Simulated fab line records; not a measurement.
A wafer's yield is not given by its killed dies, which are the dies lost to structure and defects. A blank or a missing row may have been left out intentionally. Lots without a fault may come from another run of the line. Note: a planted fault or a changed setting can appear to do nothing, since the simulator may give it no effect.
fab line records | flow nand_harc
record: lots: 11 wafers: 33 last_day: 33
route steps=1302 shown A_BONDPAD@1220 THIN_TSV@1250 END@1302
lots that met no fault: from a run of the same line without faults
start_h: hours from the record's opening day to when the first of the lot's shown wafers began | wait_h: hours elapsed since this lot's preceding step | " as in the row above | L1.1+2: one row covering several wafers at once | - value missing, or start not given | * or withheld: withheld | < > ~ a bound
route shown NAME@n: NAME is a module with steps in the file, n the number in the route of the first one | usual: mean and standard deviation over wafers with no fault | same: alike in all rows | chamber/n: place in a boat | sites: the reading at each site | _std_site: the standard deviation of these | _edge_site: the outer-site mean with the inner-site mean subtracted | radius_mm: for every site, how far away it sits from the centre of the wafer | mask NAME#n: copy n | behind: the last tool/chamber to shape the wafer | hold: the reason the lot was held/the length of the hold in hours/how it ended | device: transistor that didn't switch, given as n, p or np | end of line: the tests these same wafers got at the end of their route | a step given without rows: its recipe and nothing more | killed: at the first sort, the dies lost to defects and structure; wafer yield is something else | map: shows each die of a wafer: x if killed, . if not, _ if none is there
set.NAME: setting as actually run; set.NAME@STEP: the setting as run at that earlier step | model.NAME: the simulator's own value behind a step, which no gauge read
a sample of lots followed through the steps of the route, with each step as a table and each wafer as a row
services: the hour from which a tool's chamber was out of use, counted from the record's first day as start_h (under 0 if before that day), plus the number of hours and why
== steps ==
step: NHARC_A_BONDPAD_ETCH_12
recipe: target_depth_a: 2200 time_s: 110 chf3_flow_sccm: 50 o2_flow_sccm: 10 ar_flow_sccm: 200 rf_w: 500 bias_w: 200 chemistry: CHF3/O2
usual: drypump_motor_current_A: 5.8/0.37 oes_product_au: 0.938/0.022 rf_vpp_V: 371.0/2.7 showerhead_plenum_p_Torr: 2.43/0.12 throttle_valve_pct: 20.571/0.0081
same: time_s: 110
columns lot.wafer tool chamber start_h wait_h drypump_motor_current_A oes_product_au rf_hours_counter_h rf_vpp_V showerhead_plenum_p_Torr throttle_valve_pct
L234.3 rie_diel-11 0 - - 5.9 0.929 2 368.7 2.28 20.567
L234.4 " 2 " " 5.7 0.935 2 369.9 2.28 20.587
L234.5 " 3 " " 5.2 0.921 - 373.2 2.56 20.562
L236.1 rie_diel-10 0 - - 5.7 0.930 20 371.5 2.51 20.575
L236.4 " 1 " " 6.2 0.924 24 366.8 2.22 20.567
L236.6 " 3 " " 6.4 0.924 - 372.0 2.41 20.557
L237.1 rie_diel-10 0 - - 5.7 0.920 21 372.9 2.51 20.589
L237.5 " 2 " " 5.8 0.923 - 370.5 2.43 20.580
L237.6 " 3 " " 6.4 0.940 - 372.7 2.41 20.566
L238.2 rie_diel-04 3 - - 6.2 0.929 5 371.0 2.41 20.574
L238.1 " 1 " " 5.9 0.923 7 369.9 2.34 20.574
L238.6 " 1 " " 5.9 0.917 - 367.6 2.34 20.567
L241.1 rie_diel-11 1 - - 5.4 0.957 5 374.2 2.54 20.557
L241.4 " 2 " " 5.7 0.976 5 366.6 2.28 20.576
L241.2 " 3 " " 5.2 0.971 5 373.9 2.56 20.569
L242.3 rie_diel-10 0 - - 5.7 0.954 2 373.4 2.51 20.583
L242.6 " 3 " " 6.4 0.938 - 369.8 2.41 20.557
L242.5 " 0 " " 5.7 0.950 - 373.0 2.51 20.568
L245.3 rie_diel-10 1 - - 6.2 0.927 8 374.0 2.59 20.577
L245.6 " 1 " " 6.2 0.938 - 374.1 2.59 20.573
L245.5 " 2 " " 5.8 0.927 - 371.9 2.42 20.567
L251.3 rie_diel-10 2 - - 5.8 0.927 18 370.5 2.42 20.589
L251.1 " 1 " " 6.2 0.916 17 374.0 2.59 20.568
L251.6 " 3 " " 6.4 0.912 - 368.6 2.40 20.581
L254.2 rie_diel-04 2 - - 5.1 0.984 6 367.8 2.24 20.547
L254.4 " 3 " " 6.1 0.963 4 371.2 2.39 20.566
L254.3 " 1 " " 5.9 0.967 6 369.3 2.32 20.571
L255.2 rie_diel-11 0 - - 5.9 0.976 2 367.8 2.28 20.574
L255.3 " 2 " " 5.7 0.978 2 367.3 2.28 20.568
L255.1 " 3 " " 5.2 0.956 2 374.5 2.56 20.571
L256.1 rie_diel-11 3 - - 5.2 0.918 3 373.2 2.56 20.571
L256.6 " 0 " " 5.9 0.968 - 368.3 2.28 20.578
L256.5 " 1 " " 5.4 0.914 - 372.2 2.54 20.583
step: NHARC_A_BONDPAD_PVD_27
recipe: target_thk_a: 300 chamber_pressure_pa: 5 power_w: 5000 substrate_temp_c: 30 time_s: 20.49 material: Cu
usual: throttle_valve_pct: 30.1/1.1
same: time_s: 20.49
columns lot.wafer tool chamber start_h wait_h throttle_valve_pct
L234.3 pvd_sputter-02 - - - 31.2
L234.4 " - " " 31.5
L234.5 " - " " 30.9
L236.4 pvd_sputter-02 - - - 31.4
L236.1 " - " " 31.9
L236.6 " - " " 31.6
L237.1 pvd_sputter-03 - - - 30.3
L237.5 " - " " 31.0
L237.6 " - " " 30.2
L238.2 pvd_sputter-02 - - - 29.0
L238.1 " - " " 31.7
L238.6 " - " " 29.2
L241.1 pvd_sputter-01 - - - 29.6
L241.2 " - " " 27.8
L241.4 " - " " 30.5
L242.3 pvd_sputter-02 - - - 31.7
L242.6 " - " " 30.8
L242.5 " - " " 31.6
L245.3 pvd_sputter-02 - - - 31.7
L245.5 " - " " 29.3
L245.6 " - " " 31.8
L251.3 pvd_sputter-02 - - - 31.8
L251.1 " - " " 31.6
L251.6 " - " " 29.8
L254.3 pvd_sputter-03 - - - 29.6
L254.2 " - " " 29.2
L254.4 " - " " 28.7
L255.3 pvd_sputter-03 - - - 28.7
L255.2 " - " " 30.7
L255.1 " - " " 29.5
L256.1 pvd_sputter-03 - - - 31.0
L256.6 " - " " 29.6
L256.5 " - " " 29.4
step: NHARC_THIN_TSV_DEP_43
recipe: target_thk_a: 13285 temp_c: withheld pressure_torr: 6.5 rf_w: 900 teos_flow_sccm: 161.4 flow_sccm: 2650 target_thk_nm: 1328.5 gas: O2 material: SiO2
usual: throttle_valve_pct: 16.0/0.57
columns lot.wafer tool chamber start_h wait_h throttle_valve_pct
L234.3 pecvd-03 0 540.73 - 16.0
L234.4 " 0 " " 15.7
L234.5 " 1 " " 16.7
L236.1 pecvd-02 2 568.42 - 15.0
L236.6 " 0 " " 16.0
L236.4 " 1 " " 16.3
L237.1 pecvd-02 1 575.46 - 16.2
L237.5 " 0 " " 16.1
L237.6 " 1 " " 16.3
L238.1 pecvd-01 2 576.63 - 15.9
L238.2 " 1 " " 15.4
L238.6 " 2 " " 15.6
L241.2 pecvd-02 2 626.86 - 14.9
L241.1 " 1 " " 15.0
L241.4 " 2 " " 15.6
L242.3 pecvd-03 2 640.21 - 16.9
L242.5 " 1 " " 16.9
L242.6 " 2 " " 16.8
L245.3 pecvd-03 1 667.18 - 16.7
L245.6 " 0 " " 15.8
L245.5 " 1 " " 17.0
L251.1 pecvd-02 0 725.94 - 16.6
L251.3 " 1 " " 15.5
L251.6 " 0 " " 16.3
L254.3 pecvd-02 2 755.33 - 15.6
L254.2 " 0 " " 16.1
L254.4 " 2 " " 15.5
L255.1 pecvd-02 1 760.61 - 15.5
L255.2 " 2 " " 15.8
L255.3 " 0 " " 16.2
L256.1 pecvd-01 1 778.53 - 16.0
L256.6 " 2 " " 15.9
L256.5 " 0 " " 16.1
step: NHARC_THIN_TSV_EXPOSE_09
recipe: na: 0.55 dose_mj: 30.7 mask_id: TSV
usual: exposure_dose_mJ_cm2: 30.66/0.038 stage_vel_mm_s: 499.99/0.24
columns lot.wafer tool chamber start_h wait_h mask exposure_dose_mJ_cm2 stage_vel_mm_s
L234.3 krf_scanner-02 0 541.26 - TSV#0 30.67 499.90
L234.4 " 0 " " TSV#0 30.68 500.06
L234.5 " 0 " " TSV#0 30.68 500.11
L236.1 krf_scanner-02 0 569.01 - TSV#0 30.72 500.29
L236.4 " 0 " " TSV#0 30.65 499.62
L236.6 " 0 " " TSV#0 30.64 500.10
L237.1 krf_scanner-02 0 575.97 - TSV#0 38.41 499.77
L237.5 " 0 " " TSV#0 38.39 500.35
L237.6 " 0 " " TSV#0 38.45 500.26
L238.1 krf_scanner-01 0 577.31 - TSV#0 30.68 500.27
L238.2 " 0 " " TSV#0 30.72 500.23
L238.6 " 0 " " TSV#0 30.71 500.20
L241.1 krf_scanner-02 0 627.54 - TSV#0 36.80 499.81
L241.2 " 0 " " TSV#0 36.83 499.83
L241.4 " 0 " " TSV#0 36.82 499.74
L242.3 krf_scanner-04 0 640.80 - TSV#0 30.65 499.88
L242.5 " 0 " " TSV#0 30.62 499.83
L242.6 " 0 " " TSV#0 30.61 499.51
L245.3 krf_scanner-02 0 667.78 - TSV#0 35.62 499.95
L245.5 " 0 " " TSV#0 35.57 500.37
L245.6 " 0 " " TSV#0 35.60 500.40
L251.1 krf_scanner-04 0 726.61 - TSV#0 30.60 499.69
L251.3 " 0 " " TSV#0 30.65 499.55
L251.6 " 0 " " TSV#0 30.61 499.91
L254.2 krf_scanner-04 0 755.84 - TSV#0 30.65 500.16
L254.3 " 0 " " TSV#0 30.62 499.95
L254.4 " 0 " " TSV#0 30.61 499.87
L255.1 krf_scanner-01 0 761.28 - TSV#0 30.73 500.31
L255.2 " 0 " " TSV#0 30.68 500.08
L255.3 " 0 " " TSV#0 30.66 500.50
L256.1 krf_scanner-01 0 779.07 - TSV#0 30.67 499.88
L256.5 " 0 " " TSV#0 30.69 500.27
L256.6 " 0 " " TSV#0 30.72 500.13
step: NHARC_THIN_TSV_CD_MEAS_12
recipe: target_cd_nm: 1000 landing_energy_ev: 500
usual: cd_nm: 999.8/1.3
columns lot.wafer tool chamber start_h wait_h cd_nm
L234.3 cd_sem-01 0 541.41 - 1002.0
L234.4 " 0 " " 1001.6
L234.5 " 0 " " 999.8
L236.1 cd_sem-03 0 569.18 - 998.7
L236.4 " 0 " " 998.9
L236.6 " 0 " " 999.2
L237.1 cd_sem-03 0 576.12 - 1005.2
L237.5 " 0 " " 1003.9
L237.6 " 0 " " 1003.6
L238.1 cd_sem-02 0 577.47 - 1002.1
L238.2 " 0 " " 998.9
L238.6 " 0 " " 1000.2
L241.1 cd_sem-03 0 627.70 - 1005.3
L241.2 " 0 " " 1004.2
L241.4 " 0 " " 1005.5
L242.3 cd_sem-03 0 640.95 - 1001.0
L242.5 " 0 " " 999.1
L242.6 " 0 " " 1000.3
L245.3 cd_sem-01 0 667.93 - 1002.7
L245.5 " 0 " " 1003.5
L245.6 " 0 " " 1004.1
L251.1 cd_sem-02 0 726.77 - 1000.2
L251.3 " 0 " " 1000.6
L251.6 " 0 " " 999.1
L254.2 cd_sem-01 0 755.99 - 1001.4
L254.3 " 0 " " 1003.1
L254.4 " 0 " " 1000.0
L255.1 cd_sem-02 0 761.44 - 1001.1
L255.2 " 0 " " 1001.5
L255.3 " 0 " " 1001.5
L256.1 cd_sem-02 0 779.23 - 1000.8
L256.5 " 0 " " 1001.6
L256.6 " 0 " " 999.3
step: NHARC_END_SORT_01
recipe: temp_c: 25
usual: defect_limited_yield: 91.4/2.6 killed_at_array: 53/18 killed_at_other: 0.9/1.3 killed_at_periphery: 4/3.1 killed_dies: 58/18 killed_open: 3.4/2 killed_short: 2.5/1.8 sort_bin_2_pct: 3.1/1.2 sort_bin_3_pct: 0.7/0.38 sort_bin_4_pct: 4.8/1.5 sort_n_pass: 619/18 sort_rim_yield_pct: 90/4.6 sort_yield_pct: 91.4/2.6
same: gross_dies: 677 sort_bin_5_pct[%]: 0 sort_bin_6_pct[%]: 0 sort_bin_7_pct[%]: 0 sort_bin_8_pct[%]: 0 sort_rim_n_gross: 106.00
columns lot.wafer tool chamber start_h wait_h defect_limited_yield[%] killed_at_array killed_at_other killed_at_periphery killed_dies killed_open killed_short sort_bin_2_pct[%] sort_bin_3_pct[%] sort_bin_4_pct[%] sort_n_pass sort_rim_yield_pct[%] sort_yield_pct[%]
L238.1 prober-01 0 594.41 2.5 83.8 105 0 5 110 7 8 7.2 1.2 7.8 567 82 83.8
L238.2 prober-01 0 595.21 2.8 84.3 101 0 5 106 2 6 6.4 1.0 8.3 571 85 84.3
L238.6 prober-01 0 598.38 4.0 86.0 87 1 7 95 3 1 4.9 1.6 7.5 582 91 86.0
L237.1 prober-02 0 594.51 2.5 95.0 32 1 1 34 3 3 1.2 0.7 3.1 643 92 95.0
L237.5 prober-02 0 597.74 3.7 92.9 48 0 0 48 0 3 2.4 0.3 4.4 629 87 92.9
L237.6 prober-02 0 598.55 4.0 91.1 53 0 7 60 7 2 3.0 0.1 5.8 617 85 91.1
L241.1 prober-01 0 642.78 2.5 88.6 73 2 2 77 6 2 4.0 1.3 6.1 600 79 88.6
L241.2 prober-01 0 643.58 2.8 86.7 89 1 0 90 5 1 5.8 0.4 7.1 587 94 86.7
L241.4 prober-01 0 645.17 3.4 90.3 63 1 2 66 0 1 4.0 0.6 5.2 611 79 90.3
L245.3 prober-02 0 683.20 3.1 94.8 32 0 3 35 2 2 2.1 0.1 3.0 642 92 94.8
L245.5 prober-02 0 684.81 3.7 95.1 32 0 1 33 0 0 1.6 0.1 3.1 644 97 95.1
L245.6 prober-02 0 685.62 4.0 94.4 35 0 3 38 5 2 1.9 0.6 3.1 639 92 94.4
L254.2 prober-02 0 772.27 2.8 88.6 72 4 1 77 4 1 4.4 0.7 6.2 600 85 88.6
L254.3 prober-02 0 773.06 3.1 90.4 64 1 0 65 1 0 3.7 1.2 4.7 612 87 90.4
L254.4 prober-02 0 773.85 3.4 89.7 68 1 1 70 1 0 4.6 1.0 4.7 607 85 89.7
L255.1 prober-02 0 779.19 2.5 92.3 50 0 2 52 1 1 3.2 0.4 4.0 625 87 92.3
L255.2 prober-02 0 779.99 2.8 90.4 63 0 2 65 5 2 3.5 0.7 5.3 612 86 90.4
L255.3 prober-02 0 780.79 3.1 89.5 68 0 3 71 3 1 4.0 0.6 5.9 606 86 89.5
killed by level:class
L238.1 A_CHANNEL_HOLE_D2:chamber_film_flake=31 A_SLIT:chamber_film_flake=27 A_CHANNEL_HOLE_D1:chamber_film_flake=20 A_STAIRCASE:chamber_film_flake=8 A_CHANNEL_FILL_D1:geometric_particle:short=3 A_M0:geometric_particle:open=3 P_M1:chamber_film_flake=3 A_CHANNEL_FILL_D1:chamber_film_flake=3
L237.1 A_SLIT:chamber_film_flake=16 A_CHANNEL_HOLE_D2:chamber_film_flake=6 A_CONTACT:chamber_film_flake=3 A_ONON_D2:geometric_particle:short=2 P_M1:geometric_particle:open=1 A_DECK1_JOINT:geometric_particle:short=1 A_CHANNEL_HOLE_D2:geometric_particle:open=1 A_WL_FILL:geometric_particle:open=1
L238.2 A_CHANNEL_HOLE_D1:chamber_film_flake=33 A_SLIT:chamber_film_flake=23 A_CHANNEL_HOLE_D2:chamber_film_flake=22 A_STAIRCASE:chamber_film_flake=7 A_CONTACT:chamber_film_flake=5 P_M1:chamber_film_flake=4 A_CHANNEL_FILL_D1:chamber_film_flake=3 A_WL_FILL:geometric_particle:short=2
L237.5 A_SLIT:chamber_film_flake=19 A_CHANNEL_HOLE_D2:chamber_film_flake=11 A_CHANNEL_HOLE_D1:chamber_film_flake=4 A_M1:chamber_film_flake=4 A_CONTACT:chamber_film_flake=3 A_DECK1_JOINT:chamber_film_flake=2 A_CHANNEL_FILL_D2:geometric_particle:short=1 A_STAIRCASE:geometric_particle:short=1
L238.6 A_CHANNEL_HOLE_D1:chamber_film_flake=28 A_CHANNEL_HOLE_D2:chamber_film_flake=26 A_SLIT:chamber_film_flake=22 A_STAIRCASE:chamber_film_flake=8 P_M1:chamber_film_flake=4 P_CONTACT:geometric_particle:short=1 P_CONTACT:geometric_particle:open=1 A_WL_FILL:geometric_particle:open=1
L237.6 A_SLIT:chamber_film_flake=31 A_CHANNEL_HOLE_D2:chamber_film_flake=7 A_M1:chamber_film_flake=5 A_CONTACT:chamber_film_flake=4 A_CHANNEL_HOLE_D1:chamber_film_flake=3 P_STI:geometric_particle:open=2 P_CONTACT:geometric_particle:open=2 P_GATE:geometric_particle:open=1
L241.1 A_SLIT:chamber_film_flake=24 A_CHANNEL_HOLE_D1:chamber_film_flake=16 A_CONTACT:chamber_film_flake=14 A_CHANNEL_HOLE_D2:chamber_film_flake=8 A_WL_FILL:geometric_particle:short=2 A_BLC:geometric_particle:open=2 P_CONTACT:chamber_film_flake=2 A_WL_FILL:chamber_film_flake=2
L241.2 A_SLIT:chamber_film_flake=27 A_CHANNEL_HOLE_D2:chamber_film_flake=26 A_CHANNEL_HOLE_D1:chamber_film_flake=19 A_CONTACT:chamber_film_flake=8 A_CHANNEL_HOLE_D1:geometric_particle:short=1 A_DECK1_JOINT:geometric_particle:open=1 A_ONON_D2:geometric_particle:open=1 A_CONTACT:geometric_particle:open=1
L241.4 A_SLIT:chamber_film_flake=30 A_CHANNEL_HOLE_D2:chamber_film_flake=14 A_CHANNEL_HOLE_D1:chamber_film_flake=10 A_CONTACT:chamber_film_flake=8 A_CHANNEL_HOLE_D1:geometric_particle:short=1 P_STI:chamber_film_flake=1 P_CONTACT:chamber_film_flake=1 THIN_TSV:chamber_film_flake=1
L245.3 A_CHANNEL_HOLE_D2:chamber_film_flake=18 A_SLIT:chamber_film_flake=4 A_CHANNEL_HOLE_D1:chamber_film_flake=3 A_CONTACT:chamber_film_flake=3 P_M2:geometric_particle:open=1 A_CHANNEL_FILL_D1:geometric_particle:short=1 A_CHANNEL_FILL_D1:geometric_particle:open=1 A_WL_FILL:geometric_particle:short=1
L245.5 A_CHANNEL_HOLE_D2:chamber_film_flake=15 A_CONTACT:chamber_film_flake=7 A_CHANNEL_HOLE_D1:chamber_film_flake=5 A_SLIT:chamber_film_flake=2 P_STI:chamber_film_flake=1 A_CHANNEL_FILL_D2:chamber_film_flake=1 A_WL_FILL:chamber_film_flake=1 A_M1:chamber_film_flake=1
L245.6 A_CHANNEL_HOLE_D2:chamber_film_flake=12 A_CHANNEL_HOLE_D1:chamber_film_flake=9 A_CONTACT:chamber_film_flake=5 A_CHANNEL_HOLE_D2:geometric_particle:open=2 P_M2:geometric_particle:open=1 A_CHANNEL_FILL_D1:geometric_particle:open=1 A_ONON_D2:geometric_particle:open=1 A_CHANNEL_FILL_D2:geometric_particle:short=1
L254.2 A_CHANNEL_HOLE_D2:chamber_film_flake=22 A_SLIT:chamber_film_flake=21 A_CHANNEL_HOLE_D1:chamber_film_flake=13 A_STAIRCASE:chamber_film_flake=7 A_CONTACT:chamber_film_flake=4 THIN_TSV:chamber_film_flake=3 A_ONON_D1:geometric_particle:open=1 A_CHANNEL_HOLE_D2:geometric_particle:short=1
L254.3 A_SLIT:chamber_film_flake=22 A_CHANNEL_HOLE_D2:chamber_film_flake=20 A_CHANNEL_HOLE_D1:chamber_film_flake=9 A_STAIRCASE:chamber_film_flake=7 A_CONTACT:chamber_film_flake=3 A_WL_FILL:chamber_film_flake=2 A_SGD_CUT:geometric_particle:open=1 HYBRID_BOND:latent=1
L254.4 A_SLIT:chamber_film_flake=24 A_CHANNEL_HOLE_D2:chamber_film_flake=24 A_CHANNEL_HOLE_D1:chamber_film_flake=9 A_STAIRCASE:chamber_film_flake=8 A_CONTACT:chamber_film_flake=3 P_CONTACT:geometric_particle:open=1 THIN_TSV:chamber_film_flake=1
L255.1 A_CHANNEL_HOLE_D2:chamber_film_flake=23 A_SLIT:chamber_film_flake=19 A_STAIRCASE:chamber_film_flake=3 A_CONTACT:chamber_film_flake=2 P_GATE:geometric_particle:short=1 A_CHANNEL_FILL_D2:geometric_particle:open=1 P_ZERO_WELL:chamber_film_flake=1 A_CHANNEL_HOLE_D1:unspecified=1
L255.2 A_CHANNEL_HOLE_D2:chamber_film_flake=27 A_SLIT:chamber_film_flake=23 A_CONTACT:chamber_film_flake=3 A_CHANNEL_FILL_D1:geometric_particle:short=1 A_ONON_D2:geometric_particle:open=1 A_CHANNEL_FILL_D2:geometric_particle:open=1 A_WL_FILL:geometric_particle:open=1 A_WL_FILL:geometric_particle:short=1
L255.3 A_SLIT:chamber_film_flake=31 A_CHANNEL_HOLE_D2:chamber_film_flake=19 A_CHANNEL_HOLE_D1:unspecified=6 A_ZERO_WELL:chamber_film_flake=3 A_CONTACT:chamber_film_flake=3 A_CHANNEL_FILL_D2:geometric_particle:open=2 P_ZERO_WELL:chamber_film_flake=2 P_M2:geometric_particle:short=1
== services ==
columns tool chamber start_h hours kind
pvd_sputter-03 - 526.05 10.0 pm
rie_diel-10 3 587.41 6.6 repair
pecvd-02 - 589.31 13.0 pm
rie_diel-10 - 596.68 9.0 pm
krf_scanner-02 - 610.00 4.0 pm
pvd_sputter-03 - 615.99 1.2 repair
rie_diel-11 - 619.05 9.0 pm
krf_scanner-02 - 620.81 1.7 repair
pvd_sputter-02 - 638.00 10.0 pm
rie_diel-10 3 648.01 3.5 repair
rie_diel-10 - 661.80 0.6 repair
rie_diel-11 3 668.51 6.2 repair
pvd_sputter-03 - 670.10 2.4 repair
rie_diel-11 0 676.86 7.8 repair
rie_diel-11 1 685.87 15.6 repair
pecvd-02 - 696.67 0.7 repair
pvd_sputter-03 - 704.05 10.0 pm
pecvd-02 2 708.81 8.9 repair
rie_diel-11 2 712.76 12.1 repair
pvd_sputter-03 - 724.80 2.7 repair
pecvd-02 - 735.96 0.2 repair
rie_diel-11 2 759.58 8.9 repair
pecvd-02 - 770.31 13.0 pm
rie_diel-10 - 773.68 9.0 pm
== key ==
first_sign: step: NHARC_THIN_TSV_EXPOSE_09 reading: exposure_dose_mJ_cm2 direction: up sigmas: 99+ usual: 30.66 struck: 36.94
effect: step: NHARC_THIN_TSV_CD_MEAS_12 reading: cd_nm direction: up sigmas: 3.5 usual: 999.8 struck: 1004.2 through: control_loop
met_at NHARC_THIN_TSV_EXPOSE_09
struck_lots L237,L241,L245
loop_trim: step: NHARC_THIN_TSV_EXPOSE_09 setting: dose lots: L241,L245
not_acting_at NHARC_A_BONDPAD_ETCH_12,NHARC_A_BONDPAD_PVD_27,NHARC_THIN_TSV_DEP_43
onset_between 569.01 575.97
fault: kind: process_parameter_drift tool: krf_scanner-02 chamber: - onset_h: 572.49 steps: NHARC_THIN_TSV_EXPOSE_09 channel: dose_mj offset: 7.7365 shape: step acts_in: these_recipes_only stated: 30.7
loop_trim: a control loop set the setting to another value than it would have without faults
